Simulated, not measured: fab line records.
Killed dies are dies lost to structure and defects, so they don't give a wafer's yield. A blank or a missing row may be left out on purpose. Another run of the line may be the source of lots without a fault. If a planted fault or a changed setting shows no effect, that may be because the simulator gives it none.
fab line records -- flow nand_harc
[record] lots = 6, wafers = 18, last_day = 32
route steps=1302 shown A_M1@1189 A_BONDPAD@1202 END@1302
lots that met no fault: taken from a fault-free run of the same line
start_h: start of the lot's first displayed wafer, in hours after the record's first day -- wait_h: time in hours since the lot's previous step -- " repeats the value in the row above -- L1.1+2: a row that stands for several wafers -- - no value present, or no start provided -- * or withheld: withheld -- < > ~ a bound
route shown NAME@n: a module of which the file shows steps, and the number in the route of the first -- usual: the fault-free wafers' mean and standard deviation -- same: alike in all rows -- chamber/n: place in a boat -- sites: per-site readings -- _std_site: the values' standard deviation -- _edge_site: the outer-site mean with the inner-site mean subtracted -- radius_mm: for every site, how far away it sits from the centre of the wafer -- mask NAME#n: copy n -- behind: tool/chamber where the wafer was last shaped -- hold: reason for holding the lot/hours on hold/outcome of the hold -- device: which transistor (n, p or np) failed to switch -- end of line: tests of these same wafers at the route's end -- where a step has no rows: the recipe by itself -- killed: at the first sort, the dies lost to defects and structure; wafer yield is something else -- map: shows each die of a wafer: x if killed, . if not, _ if none is there
set.NAME: the setting that was run; set.NAME@STEP: the one run at that earlier step -- model.NAME: the simulator's own value behind a step, which no gauge read
a table for each step, a row for each wafer; lots at some steps of the route
services: a tool's chamber out of use, with start hour (start_h, from the record's first day; less than 0 if before it), hours out, and reason
[[steps]]
[step NHARC_A_M1_DEGAS_29]
[recipe] temp_c = 250, time_s = 60
[step NHARC_A_M1_PRE_CLEAN_30]
[recipe] time_s = 30, temp_c = 280, gas = H2/He
[usual] heater_power_w = 405/48
[same] time_s = 30
lot.wafer,tool,chamber,start_h,wait_h,heater_power_w
L529.4,pvd_sputter-01,-,-,-,447
L529.5,pvd_sputter-01,-,-,-,415
L529.6,pvd_sputter-01,-,-,-,344
L530.1,pvd_sputter-02,-,-,-,477
L530.4,pvd_sputter-02,-,-,-,440
L530.5,pvd_sputter-02,-,-,-,442
L531.2,pvd_sputter-01,-,-,-,311
L531.6,pvd_sputter-01,-,-,-,412
L531.5,pvd_sputter-01,-,-,-,347
L535.1,pvd_sputter-01,-,-,-,341
L535.3,pvd_sputter-01,-,-,-,443
L535.5,pvd_sputter-01,-,-,-,337
L534.4,pvd_sputter-02,-,-,-,456
L534.3,pvd_sputter-02,-,-,-,438
L534.2,pvd_sputter-02,-,-,-,390
L540.3,pvd_sputter-02,-,-,-,451
L540.4,pvd_sputter-02,-,-,-,441
L540.6,pvd_sputter-02,-,-,-,415
[step NHARC_A_M1_PVD_20]
[recipe] target_thk_a = 50, bias_v = 168.6, power_w = 15000, chamber_pressure_pa = 0.12, time_s = 8.06, substrate_temp_c = 50, material = TaN
[usual] throttle_valve_pct = 30.6/1
[same] time_s = 8.06
lot.wafer,tool,chamber,start_h,wait_h,throttle_valve_pct
L529.4,pvd_sputter-01,-,-,-,31.4
L529.5,pvd_sputter-01,-,-,-,31.5
L529.6,pvd_sputter-01,-,-,-,32.5
L530.1,pvd_sputter-02,-,-,-,31.1
L530.4,pvd_sputter-02,-,-,-,31.5
L530.5,pvd_sputter-02,-,-,-,29.1
L531.2,pvd_sputter-01,-,-,-,30.9
L531.5,pvd_sputter-01,-,-,-,32.3
L531.6,pvd_sputter-01,-,-,-,30.1
L535.1,pvd_sputter-01,-,-,-,31.0
L535.3,pvd_sputter-01,-,-,-,31.2
L535.5,pvd_sputter-01,-,-,-,30.7
L534.4,pvd_sputter-02,-,-,-,29.5
L534.3,pvd_sputter-02,-,-,-,31.0
L534.2,pvd_sputter-02,-,-,-,30.7
L540.3,pvd_sputter-02,-,-,-,31.0
L540.4,pvd_sputter-02,-,-,-,29.3
L540.6,pvd_sputter-02,-,-,-,29.3
[step NHARC_A_M1_PVD_21]
[recipe] target_thk_a = 300, chamber_pressure_pa = 5, power_w = 5000, substrate_temp_c = 30, time_s = 20.49, material = Cu
[step NHARC_A_M1_ECD_22]
[recipe] target_thk_a = 4000, bath_temp_c = 25, material = Cu
[step NHARC_A_M1_ANNEAL_31]
[recipe] temp_c = 225, time_s = 90
[step NHARC_A_M1_CMP_23]
[recipe] t_overpolish_s = 20, target_thk_nm = 154.34
[usual] motor_current_A = 12.1/1.5, time_to_endpoint_s = 28.7/2.6
lot.wafer,tool,chamber,start_h,wait_h,motor_current_A,time_to_endpoint_s
L529.4,cmp-03,3,635.92,-,11.2,30.2
L529.6,cmp-03,1,635.92,-,10.5,28.3
L529.5,cmp-03,2,635.92,-,12.0,27.8
L530.1,cmp-04,2,636.58,-,12.3,32.0
L530.4,cmp-04,0,636.58,-,11.6,28.4
L530.5,cmp-04,2,636.58,-,13.5,30.0
L531.2,cmp-03,2,642.51,-,12.4,29.1
L531.6,cmp-03,1,642.51,-,11.0,29.7
L531.5,cmp-03,2,642.51,-,11.2,27.8
L535.1,cmp-04,1,672.62,-,12.8,28.4
L535.3,cmp-04,2,672.62,-,13.4,29.8
L535.5,cmp-04,1,672.62,-,13.4,29.4
L534.3,cmp-03,3,673.90,-,11.8,27.4
L534.2,cmp-03,0,673.90,-,8.3,23.3
L534.4,cmp-03,1,673.90,-,10.4,25.4
L540.3,cmp-03,2,725.11,-,13.0,25.2
L540.4,cmp-03,3,725.11,-,11.4,27.7
L540.6,cmp-03,1,725.11,-,10.8,29.2
[step NHARC_A_M1_THK_MEAS_24]
[recipe] thk_meas_gauge = xrf
[usual] thk_nm = 154.4/1.5
lot.wafer,tool,chamber,start_h,wait_h,thk_nm
L529.4,film_metro-01,-,636.18,-,153.8
L529.5,film_metro-01,-,636.18,-,151.8
L529.6,film_metro-01,-,636.18,-,154.1
L530.1,film_metro-02,-,636.89,-,154.1
L530.4,film_metro-02,-,636.89,-,153.6
L530.5,film_metro-02,-,636.89,-,155.4
L531.2,film_metro-02,-,642.80,-,152.8
L531.5,film_metro-02,-,642.80,-,151.7
L531.6,film_metro-02,-,642.80,-,153.1
L535.1,film_metro-01,-,672.91,-,152.1
L535.3,film_metro-01,-,672.91,-,153.3
L535.5,film_metro-01,-,672.91,-,153.4
L534.2,film_metro-01,-,674.22,-,152.7
L534.3,film_metro-01,-,674.22,-,152.6
L534.4,film_metro-01,-,674.22,-,153.1
L540.3,film_metro-02,-,725.40,-,154.2
L540.4,film_metro-02,-,725.40,-,153.3
L540.6,film_metro-02,-,725.40,-,153.8
[step NHARC_A_M1_SRD_25]
[step NHARC_A_M1_INSPECT_27]
[usual] raw_defect_count = 517/120
lot.wafer,tool,chamber,start_h,wait_h,raw_defect_count
L529.4,defect_inspect-01,-,636.34,0.0,515
L529.5,defect_inspect-01,-,636.34,0.0,374
L529.6,defect_inspect-01,-,636.34,0.0,520
L530.1,defect_inspect-02,-,637.04,0.0,481
L530.4,defect_inspect-02,-,637.04,0.0,505
L530.5,defect_inspect-02,-,637.04,0.0,649
L531.2,defect_inspect-02,-,642.95,0.0,380
L531.5,defect_inspect-02,-,642.95,0.0,397
L531.6,defect_inspect-02,-,642.95,0.0,340
L535.1,defect_inspect-01,-,673.07,0.0,435
L535.3,defect_inspect-01,-,673.07,0.0,587
L535.5,defect_inspect-01,-,673.07,0.0,723
L534.2,defect_inspect-01,-,674.38,0.0,736
L534.3,defect_inspect-01,-,674.38,0.0,597
L534.4,defect_inspect-01,-,674.38,0.0,567
L540.3,defect_inspect-01,-,725.55,0.0,490
L540.4,defect_inspect-01,-,725.55,0.0,859
L540.6,defect_inspect-01,-,725.55,0.0,566
[step NHARC_A_M1_PRE_CLEAN_32]
[recipe] time_s = 12, temp_c = 370, rf_power_w = 300, gas = NH3
[usual] heater_power_w = 598/74
[same] time_s = 12
lot.wafer,tool,chamber,start_h,wait_h,heater_power_w
L529.5,pecvd-02,2,636.44,0.1,621
L529.6,pecvd-02,0,636.44,0.1,480
L529.4,pecvd-02,1,636.44,0.1,643
L530.1,pecvd-03,0,637.11,0.1,533
L530.4,pecvd-03,0,637.11,0.1,522
L530.5,pecvd-03,1,637.11,0.1,583
L531.2,pecvd-02,2,643.02,0.1,628
L531.6,pecvd-02,2,643.02,0.1,619
L531.5,pecvd-02,1,643.02,0.1,707
L535.1,pecvd-04,1,673.13,0.1,598
L535.3,pecvd-04,0,673.13,0.1,663
L535.5,pecvd-04,2,673.13,0.1,538
L534.2,pecvd-03,2,674.46,0.1,613
L534.3,pecvd-03,0,674.46,0.1,490
L534.4,pecvd-03,2,674.46,0.1,632
L540.3,pecvd-02,0,725.62,0.1,508
L540.6,pecvd-02,0,725.62,0.1,493
L540.4,pecvd-02,1,725.62,0.1,680
[step NHARC_A_M1_DEP_33]
[recipe] target_thk_a = 300, temp_c = 370, target_thk_nm = 30, pressure_torr = 3, flow_sccm = 200, rf_w = 450, material = SiCN
[usual] heater_power_w = 539/70, rf_fwd_power_W = 448.8/1.5
lot.wafer,tool,chamber,start_h,wait_h,heater_power_w,rf_fwd_power_W
L529.5,pecvd-02,2,636.61,0.2,533,521.2
L529.6,pecvd-02,0,636.61,0.2,481,521.9
L529.4,pecvd-02,1,636.61,0.2,634,517.6
L530.1,pecvd-03,0,637.19,0.1,479,446.4
L530.4,pecvd-03,0,637.19,0.1,484,447.0
L530.5,pecvd-03,1,637.19,0.1,519,448.0
L531.2,pecvd-02,2,643.10,0.1,520,521.8
L531.6,pecvd-02,2,643.10,0.1,524,522.4
L531.5,pecvd-02,1,643.10,0.1,623,522.0
L535.1,pecvd-04,1,673.22,0.1,461,449.6
L535.3,pecvd-04,0,673.22,0.1,584,449.4
L535.5,pecvd-04,2,673.22,0.1,557,451.0
L534.2,pecvd-03,2,674.57,0.1,677,447.4
L534.3,pecvd-03,0,674.57,0.1,450,448.7
L534.4,pecvd-03,2,674.57,0.1,694,447.1
L540.3,pecvd-02,0,725.70,0.1,507,446.9
L540.6,pecvd-02,0,725.70,0.1,513,447.0
L540.4,pecvd-02,1,725.70,0.1,588,452.1
[step NHARC_A_BONDPAD_DEP_00]
[recipe] target_thk_a = 2500, temp_c = 370, target_thk_nm = 250, pressure_torr = 3, flow_sccm = 200, rf_w = 450, material = SiCN
[usual] heater_power_w = 568/80, rf_fwd_power_W = 448.7/1.2
lot.wafer,tool,chamber,start_h,wait_h,heater_power_w,rf_fwd_power_W
L529.6,pecvd-01,1,637.17,-,499,449.0
L529.4,pecvd-01,2,637.17,-,478,447.7
L529.5,pecvd-01,0,637.17,-,692,450.6
L530.1,pecvd-01,0,637.79,-,700,449.0
L530.4,pecvd-01,2,637.79,-,594,448.5
L530.5,pecvd-01,0,637.79,-,698,448.4
L531.2,pecvd-02,2,-,-,585,447.8
L531.5,pecvd-02,1,-,-,638,448.5
L531.6,pecvd-02,2,-,-,461,447.9
L535.1,pecvd-02,2,673.77,-,464,449.8
L535.3,pecvd-02,0,673.77,-,498,449.1
L535.5,pecvd-02,1,673.77,-,597,449.8
L534.3,pecvd-02,2,675.13,-,541,449.0
L534.2,pecvd-02,0,675.13,-,427,448.0
L534.4,pecvd-02,2,675.13,-,543,447.2
L540.3,pecvd-01,0,726.30,-,739,447.1
L540.6,pecvd-01,2,726.30,-,516,448.7
L540.4,pecvd-01,0,726.30,-,750,446.7
[step NHARC_END_SORT_01]
[recipe] temp_c = 25
[usual] defect_limited_yield = 90.9/2.6, killed_at_array = 57/18, killed_at_other = 0.8/1, killed_at_periphery = 3.9/2.8, killed_dies = 62/18, killed_open = 3.4/1.8, killed_short = 2.2/1.6
[same] gross_dies = 677
lot.wafer,tool,chamber,start_h,wait_h,defect_limited_yield[%],killed_at_array,killed_at_other,killed_at_periphery,killed_dies,killed_open,killed_short
L530.1,prober-01,0,669.11,2.5,90.0,67,1,0,68,2,1
L530.4,prober-01,0,671.51,3.4,90.1,64,1,2,67,3,2
L530.5,prober-01,0,672.31,3.7,91.9,54,1,0,55,3,2
L531.2,prober-01,0,677.73,2.8,98.1,10,2,1,13,2,2
L531.5,prober-01,0,680.12,3.7,95.3,29,1,2,32,3,3
L531.6,prober-01,0,680.91,4.0,95.1,29,1,3,33,6,3
L529.4,prober-02,0,678.39,3.4,92.2,48,1,4,53,3,0
L529.5,prober-02,0,679.19,3.7,93.1,44,1,2,47,2,2
L529.6,prober-02,0,679.98,4.0,92.8,40,4,5,49,9,3
L535.1,prober-02,0,704.86,2.5,87.4,84,0,1,85,5,2
L535.3,prober-02,0,706.44,3.1,89.5,71,0,0,71,6,2
L535.5,prober-02,0,708.03,3.7,90.0,64,0,4,68,1,6
L534.2,prober-01,0,705.66,2.8,92.3,51,0,1,52,1,2
L534.3,prober-01,0,706.45,3.1,88.6,72,0,5,77,4,0
L534.4,prober-01,0,707.24,3.4,88.9,72,0,3,75,6,4
// killed by level:class
L530.1 A_CHANNEL_HOLE_D1:chamber_film_flake=37 A_CHANNEL_HOLE_D2:chamber_film_flake=15 A_CONTACT:chamber_film_flake=6 A_STAIRCASE:chamber_film_flake=2 A_SLIT:chamber_film_flake=2 A_CHANNEL_FILL_D2:geometric_particle:open=1 A_CHANNEL_FILL_D2:geometric_particle:short=1 A_SGD_CUT:geometric_particle:open=1
L530.4 A_CHANNEL_HOLE_D1:chamber_film_flake=33 A_CHANNEL_HOLE_D2:chamber_film_flake=17 A_WL_FILL:chamber_film_flake=3 A_CONTACT:chamber_film_flake=3 A_STAIRCASE:chamber_film_flake=2 P_CONTACT:geometric_particle:open=1 A_ONON_D1:geometric_particle:open=1 A_STAIRCASE:geometric_particle:short=1
L530.5 A_CHANNEL_HOLE_D1:chamber_film_flake=33 A_CHANNEL_HOLE_D2:chamber_film_flake=10 A_STAIRCASE:chamber_film_flake=3 A_WL_FILL:chamber_film_flake=2 A_CONTACT:chamber_film_flake=2 A_DECK1_JOINT:geometric_particle:short=1 A_ONON_D2:geometric_particle:open=1 A_WL_FILL:geometric_particle:short=1
L531.2 A_CHANNEL_HOLE_D1:chamber_film_flake=5 A_ZERO_WELL:chamber_film_flake=2 P_M0:geometric_particle:open=1 A_CHANNEL_FILL_D2:geometric_particle:short=1 A_SGD_CUT:geometric_particle:open=1 STARTING-WAFER:geometric_particle:short=1 A_SLIT:chamber_film_flake=1 THIN_TSV:chamber_film_flake=1
L529.4 A_SLIT:chamber_film_flake=35 A_BLC:chamber_film_flake=4 A_CHANNEL_HOLE_D1:chamber_film_flake=3 A_CHANNEL_HOLE_D2:chamber_film_flake=3 P_M2:chamber_film_flake=2 P_CONTACT:geometric_particle:open=1 A_CHANNEL_HOLE_D1:geometric_particle:open=1 A_M1:geometric_particle:open=1
L529.5 A_SLIT:chamber_film_flake=30 A_CHANNEL_HOLE_D1:chamber_film_flake=4 A_CHANNEL_HOLE_D2:chamber_film_flake=3 A_BLC:chamber_film_flake=3 A_CHANNEL_FILL_D2:geometric_particle:short=1 A_SGD_CUT:geometric_particle:short=1 A_M0:geometric_particle:open=1 STARTING-WAFER:geometric_particle:open=1
L529.6 A_SLIT:chamber_film_flake=21 THIN_TSV:chamber_film_flake=4 A_CONTACT:chamber_film_flake=4 A_CHANNEL_HOLE_D2:chamber_film_flake=3 P_CONTACT:geometric_particle:open=2 A_ONON_D2:geometric_particle:open=2 P_GATE:geometric_particle:open=1 A_ONON_D1:geometric_particle:short=1
L531.5 A_CHANNEL_HOLE_D1:chamber_film_flake=11 A_CONTACT:chamber_film_flake=4 A_SLIT:chamber_film_flake=3 A_SOURCE_PLATE:geometric_particle:short=2 A_WL_FILL:geometric_particle:open=2 A_STAIRCASE:chamber_film_flake=2 A_CHANNEL_FILL_D2:geometric_particle:open=1 A_SGD_CUT:geometric_particle:short=1
L531.6 A_CHANNEL_HOLE_D1:chamber_film_flake=8 A_SGD_CUT:geometric_particle:open=4 A_SLIT:chamber_film_flake=2 A_WL_FILL:chamber_film_flake=2 A_CONTACT:chamber_film_flake=2 A_BLC:chamber_film_flake=2 P_M0:geometric_particle:open=1 A_CHANNEL_HOLE_D2:geometric_particle:short=1
L535.1 A_CHANNEL_HOLE_D1:chamber_film_flake=36 A_SLIT:chamber_film_flake=32 A_CONTACT:chamber_film_flake=4 A_ONON_D1:geometric_particle:open=2 A_STAIRCASE:chamber_film_flake=2 A_CHANNEL_HOLE_D1:geometric_particle:open=1 A_CHANNEL_HOLE_D1:geometric_particle:short=1 A_CONTACT:geometric_particle:open=1
L534.2 A_CHANNEL_HOLE_D1:chamber_film_flake=31 A_CHANNEL_HOLE_D2:chamber_film_flake=11 A_SLIT:chamber_film_flake=4 P_STI:geometric_particle:open=1 A_DECK1_JOINT:geometric_particle:short=1 A_CHANNEL_FILL_D2:geometric_particle:short=1 A_CHANNEL_FILL_D1:chamber_film_flake=1 A_STAIRCASE:chamber_film_flake=1
L535.3 A_CHANNEL_HOLE_D1:chamber_film_flake=31 A_SLIT:chamber_film_flake=24 A_BLC:geometric_particle:open=3 A_CONTACT:chamber_film_flake=3 A_ONON_D1:geometric_particle:short=1 A_ONON_D1:geometric_particle:open=1 A_CHANNEL_FILL_D2:geometric_particle:short=1 A_WL_FILL:geometric_particle:open=1
L534.3 A_CHANNEL_HOLE_D1:chamber_film_flake=39 A_CHANNEL_HOLE_D2:chamber_film_flake=18 A_SLIT:chamber_film_flake=4 A_CONTACT:chamber_film_flake=4 A_STAIRCASE:chamber_film_flake=3 P_ZERO_WELL:chamber_film_flake=2 P_CONTACT:geometric_particle:open=1 P_M0:geometric_particle:open=1
L534.4 A_CHANNEL_HOLE_D1:chamber_film_flake=34 A_CHANNEL_HOLE_D2:chamber_film_flake=18 A_SLIT:chamber_film_flake=6 A_WL_FILL:geometric_particle:open=3 A_CONTACT:chamber_film_flake=3 P_GATE:geometric_particle:open=1 P_GATE:geometric_particle:short=1 P_CONTACT:geometric_particle:open=1
L535.5 A_CHANNEL_HOLE_D1:chamber_film_flake=29 A_SLIT:chamber_film_flake=20 A_STAIRCASE:chamber_film_flake=4 A_CONTACT:chamber_film_flake=3 A_M0:geometric_particle:short=2 P_ZERO_WELL:chamber_film_flake=2 A_CHANNEL_FILL_D1:chamber_film_flake=2 P_M0:geometric_particle:short=1
[[services]]
tool,chamber,start_h,hours,kind
pecvd-03,0,613.21,20.7,repair
pecvd-04,-,631.22,13.0,pm
pecvd-04,0,631.22,13.0,vent_cycle
pecvd-04,1,631.22,13.0,vent_cycle
pecvd-04,2,631.22,13.0,vent_cycle
pvd_sputter-02,-,638.00,10.0,pm
pecvd-01,2,638.53,4.8,repair
pecvd-04,0,644.22,-,clean
cmp-03,-,652.06,4.0,pm
cmp-03,-,656.06,-,consumable_replace:conditioner
cmp-03,-,656.06,-,consumable_replace:pad
cmp-03,-,657.07,2.1,repair
pecvd-01,-,673.45,13.0,pm
pecvd-01,0,673.45,13.0,vent_cycle
pecvd-01,1,673.45,13.0,vent_cycle
pecvd-01,2,673.45,13.0,vent_cycle
cmp-04,-,684.90,1.9,repair
pecvd-01,0,686.45,-,clean
pecvd-01,1,686.45,-,clean
pecvd-01,2,686.45,-,clean
pecvd-03,0,690.11,4.3,repair
cmp-03,-,696.04,0.9,repair
cmp-04,-,699.19,4.0,pm
cmp-04,-,713.67,0.4,repair
[[key]]
[first_sign] step = NHARC_A_M1_DEP_33, reading = rf_fwd_power_W, direction = up, sigmas = 48, usual = *, struck = *
effect none on later readings
met_at NHARC_A_M1_DEP_33
struck_wafers L529.4,L529.5,L529.6,L531.2,L531.5,L531.6
[fault] kind = process_parameter_drift, tool = pecvd-02, chamber = -, onset_h = 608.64, steps = NHARC_A_M1_DEP_33, channel = rf_w, offset = *, shape = step, end_h = 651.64, acts_in = *, stated = *
